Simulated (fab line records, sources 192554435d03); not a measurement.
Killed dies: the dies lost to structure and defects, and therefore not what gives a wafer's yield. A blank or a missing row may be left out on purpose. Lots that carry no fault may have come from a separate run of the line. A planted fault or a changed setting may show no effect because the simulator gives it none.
fab line records	flow n5_finfet	part 1 of 2: steps 1 to 4 of 6
[record] lots = 24	wafers = 72	last_day = 17
route steps=1938 shown BEOL_M2@911 BEOL_M3@944
lots untouched by any fault: they come from a run of this same line in which no faults occurred
start_h: the number of hours between the record's first day and the start of the first shown wafer of the lot	wait_h: hours since the lot's step before	" repeats the value in the row above	L1.1+2: a single row standing in for several wafers	- no value present, or no start provided	* or withheld: withheld	< > ~ a bound
route shown NAME@n: names a module that has steps shown in the file, with the first one's number in the route	usual: mean and standard deviation over wafers with no fault	same: alike in all rows	chamber/n: place in a boat	sites: the reading at each site	_std_site: the standard deviation of these	_edge_site: inner sites' mean taken away from outer sites' mean	radius_mm: how far each site lies from the wafer's centre	mask NAME#n: copy n	behind: tool/chamber where the wafer was last shaped	hold: the reason the lot was held/the length of the hold in hours/how it ended	device: transistor that didn't switch, given as n, p or np	end of line: the tests these same wafers got at the end of their route	where a step has no rows: the recipe by itself	killed: at the first sort, the dies lost to defects and structure; wafer yield is something else	map: the dies of a wafer, with x for killed, . for not killed, _ for no die there
set.NAME: the setting that was run; set.NAME@STEP: the one run at that earlier step	model.NAME: the simulator's own value behind a step, which no gauge read
the route's steps for a sample of lots (tables are steps, rows are wafers)
services: the hour from which a tool's chamber was out of use, counted from the record's first day as start_h (under 0 if before that day), plus the number of hours and why
[[steps]]
[step N5_BEOL_M2_ANNEAL_87]
[recipe] temp_c = 400	time_s = 240	ambient = vacuum
[usual] heater_power_w = 829/39
[same] time_s = 240
lot.wafer	tool	chamber	start_h	wait_h	heater_power_w
L074.3	pvd_sputter-03	-	142.50	0.0	822
L074.4	"	-	"	"	892
L074.5	"	-	"	"	871
L075.1	pvd_sputter-02	-	148.26	0.0	877
L075.2	"	-	"	"	757
L075.3	"	-	"	"	802
L076.2	pvd_sputter-03	-	149.32	0.0	888
L076.3	"	-	"	"	854
L076.6	"	-	"	"	880
L077.1	pvd_sputter-01	-	152.81	0.0	810
L077.3	"	-	"	"	813
L077.6	"	-	"	"	853
L078.1	pvd_sputter-02	-	159.72	0.0	807
L078.5	"	-	"	"	872
L078.6	"	-	"	"	744
L079.3	pvd_sputter-02	-	162.73	0.0	751
L079.4	"	-	"	"	832
L079.5	"	-	"	"	829
L080.2	pvd_sputter-03	-	166.05	0.0	898
L080.4	"	-	"	"	851
L080.6	"	-	"	"	824
L081.2	pvd_sputter-02	-	183.31	0.0	825
L081.3	"	-	"	"	887
L081.4	"	-	"	"	826
L082.2	pvd_sputter-01	-	199.15	0.0	819
L082.3	"	-	"	"	793
L082.6	"	-	"	"	849
L083.1	pvd_sputter-03	-	202.68	0.0	819
L083.4	"	-	"	"	787
L083.5	"	-	"	"	845
L084.1	pvd_sputter-01	-	204.01	0.0	824
L084.3	"	-	"	"	796
L084.6	"	-	"	"	844
L085.2	pvd_sputter-02	-	204.90	0.0	840
L085.3	"	-	"	"	893
L085.6	"	-	"	"	872
L086.1	pvd_sputter-02	-	214.34	0.0	821
L086.3	"	-	"	"	748
L086.4	"	-	"	"	815
L088.1	pvd_sputter-03	-	215.03	0.0	832
L088.4	"	-	"	"	910
L088.5	"	-	"	"	787
L087.1	pvd_sputter-02	-	216.40	0.0	867
L087.2	"	-	"	"	766
L087.3	"	-	"	"	832
L089.2	pvd_sputter-01	-	231.11	0.0	804
L089.5	"	-	"	"	836
L089.6	"	-	"	"	789
L090.2	pvd_sputter-01	-	243.33	0.0	832
L090.3	"	-	"	"	831
L090.5	"	-	"	"	873
L091.1	pvd_sputter-01	-	245.25	0.0	809
L091.3	"	-	"	"	845
L091.5	"	-	"	"	792
L092.2	pvd_sputter-03	-	248.85	0.0	748
L092.4	"	-	"	"	833
L092.5	"	-	"	"	906
L093.3	pvd_sputter-01	-	260.65	0.0	824
L093.5	"	-	"	"	773
L093.6	"	-	"	"	845
L094.2	pvd_sputter-01	-	262.49	0.0	841
L094.4	"	-	"	"	801
L094.6	"	-	"	"	793
L095.1	pvd_sputter-03	-	267.14	0.0	907
L095.2	"	-	"	"	817
L095.4	"	-	"	"	866
L096.1	pvd_sputter-03	-	271.63	0.0	904
L096.5	"	-	"	"	767
L096.6	"	-	"	"	891
L097.2	pvd_sputter-02	-	271.91	0.0	858
L097.5	"	-	"	"	841
L097.6	"	-	"	"	865
[step N5_BEOL_M3_CD_MEAS_11]
[recipe] target_cd_nm = 17.05	landing_energy_ev = 500	detector = se_inlens	polarity = opening
[usual] cd_nm = 17.05/0.24
lot.wafer	tool	chamber	start_h	wait_h	cd_nm
L074.3	cd_sem-02	0	145.91	-	16.43
L074.4	"	0	"	"	16.91
L074.5	"	0	"	"	17.33
L075.1	cd_sem-01	0	152.79	-	17.04
L075.2	"	0	"	"	17.13
L075.3	"	0	"	"	17.62
L076.2	cd_sem-02	0	153.36	-	17.28
L076.3	"	0	"	"	17.40
L076.6	"	0	"	"	17.00
L077.1	cd_sem-03	0	156.03	-	16.97
L077.3	"	0	"	"	16.94
L077.6	"	0	"	"	17.06
L078.1	cd_sem-01	0	162.40	-	16.69
L078.5	"	0	"	"	17.13
L078.6	"	0	"	"	17.11
L079.3	cd_sem-03	0	168.17	-	16.47
L079.4	"	0	"	"	16.85
L079.5	"	0	"	"	16.82
L080.2	cd_sem-02	0	169.74	-	16.59
L080.4	"	0	"	"	17.33
L080.6	"	0	"	"	17.19
L081.2	cd_sem-02	0	186.70	-	17.28
L081.3	"	0	"	"	17.01
L081.4	"	0	"	"	17.03
L082.2	cd_sem-03	0	202.97	-	16.87
L082.3	"	0	"	"	16.67
L082.6	"	0	"	"	17.06
L083.1	cd_sem-02	0	206.52	-	17.20
L083.4	"	0	"	"	17.31
L083.5	"	0	"	"	16.98
L084.1	cd_sem-03	0	207.27	-	17.27
L084.3	"	0	"	"	17.12
L084.6	"	0	"	"	17.32
L085.2	cd_sem-03	0	208.06	-	17.01
L085.3	"	0	"	"	17.11
L085.6	"	0	"	"	17.51
L086.1	cd_sem-02	0	218.48	-	16.76
L086.3	"	0	"	"	17.18
L086.4	"	0	"	"	17.21
L088.1	cd_sem-01	0	218.66	-	16.89
L088.4	"	0	"	"	16.97
L088.5	"	0	"	"	16.99
L087.1	cd_sem-03	0	221.56	-	16.78
L087.2	"	0	"	"	16.54
L087.3	"	0	"	"	16.96
L089.2	cd_sem-03	0	237.30	-	17.08
L089.5	"	0	"	"	17.28
L089.6	"	0	"	"	16.93
L090.2	cd_sem-01	0	247.02	-	17.15
L090.3	"	0	"	"	17.21
L090.5	"	0	"	"	17.50
L091.1	cd_sem-02	0	248.57	-	16.60
L091.3	"	0	"	"	17.02
L091.5	"	0	"	"	17.37
L092.2	cd_sem-02	0	252.12	-	16.88
L092.4	"	0	"	"	17.02
L092.5	"	0	"	"	16.92
L093.3	cd_sem-02	0	264.06	-	17.08
L093.5	"	0	"	"	17.03
L093.6	"	0	"	"	16.83
L094.2	cd_sem-02	0	266.00	-	16.69
L094.4	"	0	"	"	17.12
L094.6	"	0	"	"	16.70
L095.1	cd_sem-02	0	270.57	-	17.21
L095.2	"	0	"	"	16.55
L095.4	"	0	"	"	16.87
L096.1	cd_sem-02	0	274.86	-	17.25
L096.5	"	0	"	"	17.11
L096.6	"	0	"	"	17.65
L097.2	cd_sem-03	0	275.20	-	16.70
L097.5	"	0	"	"	17.09
L097.6	"	0	"	"	16.87
[step N5_BEOL_M3_ETCH_77]
[recipe] chemistry = N2/H2	target = underlayer	target_depth_a = 65	mask_material = CAR-EUV	time_s = 5.2	ion_energy_ev = 200	pressure_mtorr = 30	source_w = 840	bias_w = 150	n2_flow_sccm = 200	h2_flow_sccm = 200	ends = cleared
[usual] drypump_motor_current_A = 5.7/0.38	etch_rf_on_time_s = 5.23/0.19	oes_product_au = 0.70/0.066	rf_vpp_V = 525.1/2	showerhead_plenum_p_Torr = 2.58/0.062	throttle_valve_pct = 17.63/0.28
lot.wafer	tool	chamber	start_h	wait_h	drypump_motor_current_A	etch_rf_on_time_s	oes_product_au	rf_hours_counter_h	rf_vpp_V	showerhead_plenum_p_Torr	throttle_valve_pct
L074.3	rie_diel-04	1	147.22	0.0	4.9	5.04	0.64	154	526.2	2.67	17.71
L074.4	"	2	"	"	6.0	5.11	0.58	245	527.6	2.59	18.09
L074.5	"	1	"	"	5.0	5.07	0.64	-	524.5	2.67	17.71
L075.1	rie_diel-04	3	154.01	0.0	6.1	5.04	0.71	104	525.4	2.54	17.20
L075.2	"	0	"	"	5.4	5.27	0.65	162	524.9	2.63	17.73
L075.3	"	2	"	"	6.0	5.12	0.58	247	527.4	2.59	18.11
L076.2	rie_diel-04	2	154.51	0.0	6.0	5.06	0.58	247	523.0	2.59	18.10
L076.3	"	0	"	"	5.4	5.33	0.63	162	528.2	2.63	17.71
L076.6	"	2	"	"	6.0	5.05	0.59	-	525.1	2.59	18.08
L077.1	rie_diel-04	2	157.45	0.0	6.0	5.10	0.58	247	527.3	2.59	18.06
L077.3	"	3	"	"	6.1	5.04	0.70	104	523.8	2.54	17.18
L077.6	"	0	"	"	5.4	5.24	0.64	-	528.2	2.63	17.73
L078.1	rie_diel-01	1	163.89	0.0	5.7	5.53	0.71	56	527.9	2.70	17.90
L078.5	"	3	"	"	6.2	5.21	0.83	-	522.9	2.51	17.53
L078.6	"	2	"	"	5.8	5.11	0.75	-	522.5	2.48	17.89
L079.3	rie_diel-04	3	169.32	0.0	6.1	5.02	0.69	108	524.4	2.53	17.23
L079.4	"	3	"	"	6.1	5.01	0.70	-	524.4	2.54	17.21
L079.5	"	1	"	"	5.0	5.02	0.64	-	527.6	2.67	17.72
L080.2	rie_diel-01	2	170.77	0.0	5.8	5.02	0.76	37	523.1	2.48	17.90
L080.4	"	0	"	"	5.6	5.17	0.59	238	521.5	2.49	17.79
L080.6	"	3	"	"	6.3	5.21	0.81	-	522.4	2.51	17.55
L081.2	rie_diel-05	1	188.03	0.0	5.6	5.41	0.72	46	524.3	2.59	17.68
L081.3	"	2	"	"	5.7	5.37	0.77	26	526.0	2.58	17.48
L081.4	"	0	"	"	5.0	5.07	0.61	216	526.7	2.62	17.80
L082.2	rie_diel-01	2	204.13	0.0	5.8	5.06	0.74	47	520.3	2.48	17.90
L082.3	"	0	"	"	5.6	5.25	0.59	247	523.0	2.48	17.80
L082.6	"	2	"	"	5.8	5.07	0.75	-	521.1	2.48	17.89
L083.1	rie_diel-05	2	208.91	0.0	5.7	5.34	0.75	32	524.7	2.58	17.48
L083.4	"	1	"	"	5.6	5.30	0.73	53	524.2	2.58	17.71
L083.5	"	3	"	"	5.8	5.63	0.75	-	522.8	2.58	17.03
L084.1	rie_diel-04	1	210.18	0.0	5.0	4.99	0.64	175	527.6	2.66	17.75
L084.3	"	0	"	"	5.5	5.23	0.63	181	527.5	2.63	17.76
L084.6	"	1	"	"	5.0	5.02	0.64	-	525.9	2.66	17.77
L085.2	rie_diel-05	3	210.19	0.0	5.8	5.68	0.74	12	523.0	2.58	17.04
L085.3	"	1	"	"	5.6	5.37	0.71	54	524.9	2.58	17.70
L085.6	"	0	"	"	5.0	5.11	0.61	-	524.4	2.62	17.83
L086.1	rie_diel-05	3	219.63	0.0	5.8	5.59	0.72	17	528.0	2.58	17.07
L086.3	"	2	"	"	5.7	5.37	0.75	37	526.7	2.58	17.50
L086.4	"	1	"	"	5.6	5.41	0.71	-	526.0	2.58	17.72
L088.1	rie_diel-05	2	219.74	0.0	5.6	5.37	0.75	37	524.1	2.58	17.49
L088.4	"	1	"	"	5.6	5.31	0.71	-	523.2	2.58	17.74
L088.5	"	2	"	"	5.7	5.32	0.75	-	525.3	2.58	17.49
L087.1	rie_diel-05	2	222.70	0.0	5.7	5.32	0.75	38	524.6	2.57	17.52
L087.2	"	1	"	"	5.6	5.32	0.71	59	526.6	2.58	17.72
L087.3	"	3	"	"	5.8	5.58	0.73	18	527.3	2.58	17.04
L089.2	rie_diel-01	2	238.46	0.0	5.8	5.16	0.73	52	523.8	2.47	17.91
L089.5	"	3	"	"	6.2	5.19	0.78	-	521.7	2.51	17.57
L089.6	"	1	"	"	5.7	5.44	0.70	-	527.0	2.69	17.94
L090.2	rie_diel-04	1	248.06	0.0	4.9	5.09	0.62	189	525.8	2.65	17.75
L090.3	"	2	"	"	6.0	5.02	0.78	21	526.1	2.58	17.76
L090.5	"	0	"	"	5.4	5.28	0.62	-	526.0	2.62	17.76
L091.1	rie_diel-05	0	249.93	0.0	5.0	5.07	0.60	236	524.6	2.61	17.83
L091.3	"	2	"	"	5.7	5.38	0.73	45	526.1	2.57	17.50
L091.5	"	3	"	"	5.8	5.60	0.72	-	524.5	2.57	17.08
L092.2	rie_diel-05	3	253.15	0.0	5.8	5.54	0.73	27	525.0	2.57	17.05
L092.4	"	0	"	"	5.0	5.01	0.60	237	527.0	2.61	17.84
L092.5	"	1	"	"	5.6	5.28	0.71	-	526.2	2.58	17.76
L093.3	rie_diel-04	2	265.36	0.0	6.0	5.12	0.78	26	526.9	2.58	17.80
L093.5	"	3	"	"	6.1	5.07	0.68	-	525.9	2.52	17.22
L093.6	"	2	"	"	6.0	5.09	0.77	-	523.0	2.58	17.75
L094.2	rie_diel-04	0	267.16	0.0	5.4	5.37	0.60	201	526.7	2.62	17.77
L094.4	"	3	"	"	6.1	5.17	0.66	138	525.4	2.52	17.24
L094.6	"	1	"	"	4.9	5.13	0.61	-	525.5	2.65	17.78
L095.1	rie_diel-01	2	274.88	0.0	5.8	5.08	0.72	64	522.4	2.47	17.94
L095.2	"	3	"	"	6.2	5.13	0.76	30	523.7	2.50	17.58
L095.4	"	0	"	"	5.6	5.12	0.79	8	523.0	2.48	17.33
L096.1	rie_diel-01	2	277.46	0.0	5.8	5.12	0.72	66	522.1	2.47	17.94
L096.5	"	0	"	"	5.6	5.20	0.79	-	521.7	2.48	17.35
L096.6	"	3	"	"	6.2	5.24	0.76	-	522.9	2.50	17.58
L097.2	rie_diel-01	1	277.57	0.0	5.7	5.48	0.69	89	526.7	2.68	17.96
L097.5	"	3	"	"	6.2	5.16	0.75	-	522.2	2.50	17.58
L097.6	"	0	"	"	5.6	5.13	0.79	-	522.8	2.48	17.38
[step N5_BEOL_M3_ETCH_69]
[recipe] chemistry = CF4	target = SiARC	target_depth_a = 156	mask_material = CAR-EUV	time_s = 26	ion_energy_ev = 80	pressure_mtorr = 40	source_w = 545	bias_w = 36	Ar_flow_sccm = 100	cf4_flow_sccm = 100	ends = cleared
[usual] drypump_motor_current_A = 5.7/0.37	etch_rf_on_time_s = 26.1/0.91	mfc_ar_sccm = 99.98/0.28	oes_product_au = 0.70/0.067	rf_vpp_V = 184.3/0.99	showerhead_plenum_p_Torr = 2.18/0.045	throttle_valve_pct = 15.47/0.23
lot.wafer	tool	chamber	start_h	wait_h	drypump_motor_current_A	etch_rf_on_time_s	mfc_ar_sccm	oes_product_au	rf_hours_counter_h	rf_vpp_V	showerhead_plenum_p_Torr	throttle_valve_pct
L074.3	rie_diel-04	1	147.24	0.0	4.9	25.4	100.17	0.64	154	184.5	2.20	15.29
L074.4	"	2	"	"	6.0	25.6	100.12	0.59	245	185.4	2.18	15.94
L074.5	"	1	"	"	5.0	25.4	100.16	0.65	-	185.4	2.20	15.27
L075.1	rie_diel-04	3	154.03	0.0	6.1	25.3	99.99	0.70	104	182.6	2.19	15.33
L075.2	"	0	"	"	5.5	26.3	99.64	0.64	162	185.6	2.23	15.69
L075.3	"	2	"	"	6.0	25.4	99.75	0.59	247	184.7	2.17	15.97
L076.2	rie_diel-04	2	154.53	0.0	6.0	25.4	100.61	0.58	247	186.0	2.17	15.95
L076.3	"	0	"	"	5.4	26.3	100.15	0.64	162	186.5	2.23	15.68
L076.6	"	2	"	"	6.0	25.2	100.14	0.59	-	184.1	2.17	15.94
L077.1	rie_diel-04	2	157.47	0.0	6.0	25.4	99.95	0.59	247	183.4	2.17	15.95
L077.3	"	3	"	"	6.1	25.1	100.11	0.70	104	184.1	2.19	15.32
L077.6	"	0	"	"	5.4	26.2	100.27	0.64	-	184.4	2.23	15.68
L078.1	rie_diel-01	1	163.91	0.0	5.7	27.5	99.83	0.70	56	186.2	2.27	15.61
L078.5	"	3	"	"	6.2	25.8	100.07	0.84	-	184.3	2.11	15.14
L078.6	"	2	"	"	5.8	25.2	100.03	0.77	-	182.1	2.11	15.72
L079.3	rie_diel-04	3	169.34	0.0	6.1	25.3	100.01	0.69	108	185.0	2.18	15.35
L079.4	"	3	"	"	6.1	25.4	100.25	0.69	-	184.6	2.18	15.31
L079.5	"	1	"	"	4.9	25.4	99.76	0.65	-	184.4	2.19	15.30
L080.2	rie_diel-01	2	170.79	0.0	5.8	25.2	100.33	0.76	37	183.7	2.11	15.73
L080.4	"	0	"	"	5.6	26.1	99.69	0.59	238	183.5	2.12	15.84
L080.6	"	3	"	"	6.2	25.7	99.96	0.82	-	182.7	2.11	15.17
L081.2	rie_diel-05	1	188.05	0.0	5.6	26.8	99.85	0.72	46	184.3	2.19	15.46
L081.3	"	2	"	"	5.7	26.7	99.66	0.76	26	184.6	2.18	15.30
L081.4	"	0	"	"	5.0	24.9	99.83	0.62	216	183.5	2.21	15.52
L082.2	rie_diel-01	2	204.15	0.0	5.8	25.5	100.36	0.75	47	182.8	2.11	15.76
L082.3	"	0	"	"	5.7	26.2	99.93	0.59	247	183.5	2.11	15.86
L082.6	"	2	"	"	5.8	25.4	100.13	0.75	-	183.2	2.11	15.77
L083.1	rie_diel-05	2	208.93	0.0	5.7	27.1	99.61	0.75	32	184.0	2.17	15.30
L083.4	"	1	"	"	5.6	27.0	100.13	0.71	53	183.0	2.19	15.48
L083.5	"	3	"	"	5.8	28.3	100.19	0.74	-	184.4	2.22	15.13
L084.1	rie_diel-04	1	210.20	0.0	4.9	25.1	99.84	0.64	175	184.8	2.19	15.32
L084.3	"	0	"	"	5.4	26.2	99.37	0.62	181	187.0	2.22	15.70
L084.6	"	1	"	"	5.0	25.2	99.97	0.64	-	185.4	2.19	15.33
L085.2	rie_diel-05	3	210.21	0.0	5.8	28.1	100.53	0.75	12	184.0	2.22	15.15
L085.3	"	1	"	"	5.6	26.4	99.89	0.72	54	184.3	2.19	15.48
L085.6	"	0	"	"	5.0	24.9	100.18	0.61	-	183.6	2.20	15.56
L086.1	rie_diel-05	3	219.65	0.0	5.8	28.2	99.95	0.73	17	184.0	2.22	15.14
L086.3	"	2	"	"	5.7	27.1	99.96	0.74	37	183.0	2.17	15.32
L086.4	"	1	"	"	5.6	27.0	99.85	0.71	-	185.3	2.19	15.50
L088.1	rie_diel-05	2	219.76	0.0	5.7	27.0	99.47	0.74	37	183.3	2.17	15.32
L088.4	"	1	"	"	5.6	26.5	99.80	0.72	-	184.3	2.19	15.48
L088.5	"	2	"	"	5.6	27.2	100.04	0.75	-	185.1	2.17	15.32
L087.1	rie_diel-05	2	222.72	0.0	5.7	26.9	100.11	0.75	38	186.0	2.17	15.31
L087.2	"	1	"	"	5.6	26.3	99.77	0.72	59	183.3	2.19	15.48
L087.3	"	3	"	"	5.8	27.6	99.30	0.75	18	183.6	2.22	15.16
L089.2	rie_diel-01	2	238.48	0.0	5.8	25.7	100.43	0.73	52	184.0	2.11	15.75
L089.5	"	3	"	"	6.2	26.0	99.96	0.78	-	183.5	2.10	15.17
L089.6	"	1	"	"	5.7	27.5	99.35	0.69	-	185.7	2.26	15.65
L090.2	rie_diel-04	1	248.07	0.0	4.9	25.3	99.63	0.63	189	185.3	2.18	15.36
L090.3	"	2	"	"	6.0	25.3	99.81	0.79	21	185.2	2.17	15.54
L090.5	"	0	"	"	5.4	26.5	99.79	0.61	-	185.3	2.22	15.75
L091.1	rie_diel-05	0	249.95	0.0	5.0	25.0	99.80	0.60	236	185.5	2.20	15.57
L091.3	"	2	"	"	5.7	26.6	99.81	0.74	45	185.4	2.17	15.32
L091.5	"	3	"	"	5.8	27.6	100.53	0.73	-	184.7	2.21	15.17
L092.2	rie_diel-05	3	253.16	0.0	5.8	27.3	99.97	0.73	27	184.2	2.21	15.17
L092.4	"	0	"	"	5.0	24.9	99.75	0.61	237	186.5	2.20	15.57
L092.5	"	1	"	"	5.6	26.5	100.02	0.70	-	185.2	2.18	15.51
L093.3	rie_diel-04	2	265.38	0.0	6.0	25.1	99.66	0.79	26	183.8	2.16	15.55
L093.5	"	3	"	"	6.1	25.3	100.07	0.67	-	184.3	2.17	15.38
L093.6	"	2	"	"	6.0	25.1	99.73	0.78	-	185.6	2.16	15.54
L094.2	rie_diel-04	0	267.18	0.0	5.4	26.8	100.30	0.61	201	185.2	2.21	15.75
L094.4	"	3	"	"	6.1	25.8	100.06	0.67	138	181.9	2.17	15.39
L094.6	"	1	"	"	5.0	25.4	100.14	0.62	-	183.6	2.18	15.36
L095.1	rie_diel-01	2	274.90	0.0	5.8	25.1	100.18	0.73	64	183.7	2.10	15.78
L095.2	"	3	"	"	6.2	25.7	100.29	0.77	30	183.5	2.10	15.22
L095.4	"	0	"	"	5.6	25.7	100.36	0.80	8	182.9	2.11	15.37
L096.1	rie_diel-01	2	277.48	0.0	5.8	25.2	99.81	0.73	66	182.9	2.10	15.78
L096.5	"	0	"	"	5.6	25.3	99.53	0.80	-	182.7	2.11	15.39
L096.6	"	3	"	"	6.2	25.3	100.18	0.76	-	183.4	2.10	15.22
L097.2	rie_diel-01	1	277.59	0.0	5.7	27.2	100.02	0.68	89	184.4	2.26	15.69
L097.5	"	3	"	"	6.2	25.7	99.67	0.76	-	182.8	2.10	15.21
L097.6	"	0	"	"	5.6	25.6	100.26	0.80	-	183.3	2.11	15.38
